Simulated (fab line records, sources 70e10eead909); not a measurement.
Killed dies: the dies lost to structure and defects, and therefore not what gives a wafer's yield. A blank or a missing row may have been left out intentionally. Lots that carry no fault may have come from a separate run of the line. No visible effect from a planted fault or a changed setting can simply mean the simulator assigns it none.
Which of the tools did it? || flow nandHarc || 12 lots with 36 wafers sampled at 6 steps, on a route of 1302 steps

== WHAT EACH GAUGE READ, for each wafer ==
NHARC_P_CONTACT_OVL_MEAS_13.
{"lot": "L075", "measured": "day 6 04:52", "on": "overlay-01", "overlayXNm (nm)": "0.4 0.8 0.5"}
{"lot": "L077", "measured": "day 7 01:47", "on": "overlay-01", "overlayXNm (nm)": "0.9 0.8 0.5"}
{"lot": "L079", "measured": "day 7 19:01", "on": "overlay-01", "overlayXNm (nm)": "1.9 1.1 1.6"}
{"lot": "L081", "measured": "day 8 15:13", "on": "overlay-02", "overlayXNm (nm)": "-0.7 -1.6 -1.1"}
{"lot": "L083", "measured": "day 9 19:37", "on": "overlay-01", "overlayXNm (nm)": "0.4 0.0 0.1"}
{"lot": "L085", "measured": "day 10 07:35", "on": "overlay-02", "overlayXNm (nm)": "0.2 0.4 0.5"}
{"lot": "L087", "measured": "day 11 05:23", "on": "overlay-01", "overlayXNm (nm)": "0.2 0.5 -0.1"}
{"lot": "L089", "measured": "day 12 04:05", "on": "overlay-02", "overlayXNm (nm)": "0.9 1.3 1.3"}
{"lot": "L091", "measured": "day 12 19:52", "on": "overlay-01", "overlayXNm (nm)": "1.5 0.9 1.1"}
{"lot": "L093", "measured": "day 14 00:41", "on": "overlay-01", "overlayXNm (nm)": "0.0 -0.3 0.2"}
{"lot": "L095", "measured": "day 14 19:21", "on": "overlay-02", "overlayXNm (nm)": "-0.6 -0.5 -0.5"}
{"lot": "L097", "measured": "day 15 07:29", "on": "overlay-02", "overlayXNm (nm)": "-1.9 -2.2 -2.1"}

== EACH LOT AND THE TOOL THAT RAN IT (in order: tool; ch and the chambers of the sampled wafers; start) ==
{"lot": "L075", "NHARC_P_ZERO_WELL_DESCUM_54": "rieDiel-03 ch 0,1, day 2 12:01", "NHARC_P_GATE_ETCH_114": "rieDiel-02 ch 0,3, day 5 23:13 or earlier", "NHARC_P_GATE_STRIP_76": "plasmaAsher-01 ch 0,1, day 5 23:13", "NHARC_P_GATE_RTA_64": "rtpAnneal-02 ch 0, day 6 01:58", "NHARC_P_CONTACT_CMP_01": "cmp-04 ch 0,3, day 6 03:57"}
{"lot": "L077", "NHARC_P_ZERO_WELL_DESCUM_54": "rieDiel-01 ch 0,1,2, day 3 07:58", "NHARC_P_GATE_ETCH_114": "rieDiel-02 ch 0,1,2, day 6 20:15 or earlier", "NHARC_P_GATE_STRIP_76": "plasmaAsher-01 ch 0,1, day 6 20:15", "NHARC_P_GATE_RTA_64": "rtpAnneal-02 ch 0, day 6 22:53", "NHARC_P_CONTACT_CMP_01": "cmp-02 ch 1,2, day 7 00:52"}
{"lot": "L079", "NHARC_P_ZERO_WELL_DESCUM_54": "rieDiel-03 ch 0,2,3, day 4 03:52", "NHARC_P_GATE_ETCH_114": "rieDiel-09 ch 0,2, day 7 13:21 or earlier", "NHARC_P_GATE_STRIP_76": "plasmaAsher-01 ch 0,1, day 7 13:21", "NHARC_P_GATE_RTA_64": "rtpAnneal-02 ch 0, day 7 16:04", "NHARC_P_CONTACT_CMP_01": "cmp-04 ch 0,3, day 7 18:05"}
{"lot": "L081", "NHARC_P_ZERO_WELL_DESCUM_54": "rieDiel-03 ch 0,1,3, day 4 23:50", "NHARC_P_GATE_ETCH_114": "rieDiel-02 ch 0,1,3, day 8 09:40 or earlier", "NHARC_P_GATE_STRIP_76": "plasmaAsher-01 ch 0,1, day 8 09:40", "NHARC_P_GATE_RTA_64": "rtpAnneal-01 ch 0, day 8 12:14", "NHARC_P_CONTACT_CMP_01": "cmp-04 ch 0,2, day 8 14:19"}
{"lot": "L083", "NHARC_P_ZERO_WELL_DESCUM_54": "rieDiel-07 ch 1,2, day 5 19:47", "NHARC_P_GATE_ETCH_114": "rieDiel-02 ch 1,3, day 9 13:53 or earlier", "NHARC_P_GATE_STRIP_76": "plasmaAsher-01 ch 0,1, day 9 13:53", "NHARC_P_GATE_RTA_64": "rtpAnneal-01 ch 0, day 9 16:43", "NHARC_P_CONTACT_CMP_01": "cmp-03 ch 0,2,3, day 9 18:44"}
{"lot": "L085", "NHARC_P_ZERO_WELL_DESCUM_54": "rieDiel-03 ch 1,2, day 6 15:50", "NHARC_P_GATE_ETCH_114": "rieDiel-02 ch 1,2,3, day 10 01:25 or earlier", "NHARC_P_GATE_STRIP_76": "plasmaAsher-02 ch 0,1, day 10 01:25", "NHARC_P_GATE_RTA_64": "rtpAnneal-02 ch 0, day 10 04:32", "NHARC_P_CONTACT_CMP_01": "cmp-02 ch 1,2, day 10 06:40"}
{"lot": "L087", "NHARC_P_ZERO_WELL_DESCUM_54": "rieDiel-01 ch 0,1, day 7 11:56", "NHARC_P_GATE_ETCH_114": "rieDiel-04 ch 0,2,3, day 10 23:50 or earlier", "NHARC_P_GATE_STRIP_76": "plasmaAsher-02 ch 0,1, day 10 23:50", "NHARC_P_GATE_RTA_64": "rtpAnneal-01 ch 0, day 11 02:36", "NHARC_P_CONTACT_CMP_01": "cmp-02 ch 0,1,3, day 11 04:39"}
{"lot": "L089", "NHARC_P_ZERO_WELL_DESCUM_54": "rieDiel-03 ch 2,3, day 8 07:57", "NHARC_P_GATE_ETCH_114": "rieDiel-09 ch 0,2, day 11 22:31 or earlier", "NHARC_P_GATE_STRIP_76": "plasmaAsher-01 ch 0,1, day 11 22:31", "NHARC_P_GATE_RTA_64": "rtpAnneal-01 ch 0, day 12 01:16", "NHARC_P_CONTACT_CMP_01": "cmp-04 ch 0,2, day 12 03:18"}
{"lot": "L091", "NHARC_P_ZERO_WELL_DESCUM_54": "rieDiel-03 ch 1,2,3, day 9 04:19", "NHARC_P_GATE_ETCH_114": "rieDiel-04 ch 0,1,3, day 12 14:11 or earlier", "NHARC_P_GATE_STRIP_76": "plasmaAsher-02 ch 0,1, day 12 14:11", "NHARC_P_GATE_RTA_64": "rtpAnneal-02 ch 0, day 12 16:55", "NHARC_P_CONTACT_CMP_01": "cmp-03 ch 0,2,3, day 12 18:58"}
{"lot": "L093", "NHARC_P_ZERO_WELL_DESCUM_54": "rieDiel-03 ch 0,1, day 10 03:26", "NHARC_P_GATE_ETCH_114": "rieDiel-02 ch 0,3, day 13 19:16 or earlier", "NHARC_P_GATE_STRIP_76": "plasmaAsher-01 ch 0,1, day 13 19:16", "NHARC_P_GATE_RTA_64": "rtpAnneal-01 ch 0, day 13 21:57", "NHARC_P_CONTACT_CMP_01": "cmp-02 ch 1,2,3, day 13 23:56"}
{"lot": "L095", "NHARC_P_ZERO_WELL_DESCUM_54": "rieDiel-03 ch 2,3, day 11 00:05", "NHARC_P_GATE_ETCH_114": "rieDiel-09 ch 0,3, day 14 13:43 or earlier", "NHARC_P_GATE_STRIP_76": "plasmaAsher-02 ch 0,1, day 14 13:43", "NHARC_P_GATE_RTA_64": "rtpAnneal-01 ch 0, day 14 16:23", "NHARC_P_CONTACT_CMP_01": "cmp-03 ch 1,2, day 14 18:26"}
{"lot": "L097", "NHARC_P_ZERO_WELL_DESCUM_54": "rieDiel-03 ch 1,2,3, day 11 15:50", "NHARC_P_GATE_ETCH_114": "rieDiel-02 ch 1,3, day 15 01:48 or earlier", "NHARC_P_GATE_STRIP_76": "plasmaAsher-02 ch 1, day 15 01:48", "NHARC_P_GATE_RTA_64": "rtpAnneal-02 ch 0, day 15 04:33", "NHARC_P_CONTACT_CMP_01": "cmp-04 ch 0,1,2, day 15 06:37"}
- NHARC_P_ZERO_WELL_DESCUM_54: chemistry O2, time 3 s.
- NHARC_P_GATE_ETCH_114: etches the open film in CF4/O2, target depth 30 nm, overetch 3 nm, time 16.5 s.
- NHARC_P_GATE_STRIP_76: strips in O2.
- NHARC_P_GATE_RTA_64: time 1 s.
- NHARC_P_CONTACT_CMP_01: polishes SiO2, target thk 200 nm.

== THE ANSWER, worked out from the rows above alone ==
Rule: the lots themselves supply what counts as usual. The widest of any qualifying gaps counts: lots, ordered by their means at a reading, are off when they make up no more than a third of the lots, leave a main group of 4 or more, and stand apart from it by 3 or more times the standard deviation of that group's means. A main group is skipped when, at the precision printed for the reading in the tables above, its means are all equal. A lot without any number at a reading at which 4 lots or more have one is off too. Where the step has rows for the other lots, those lots are counted as sound.
No lot is off at any reading shown: from this, nothing can be told.

== WHAT HAD BEEN PUT IN BY THE SIMULATOR ==
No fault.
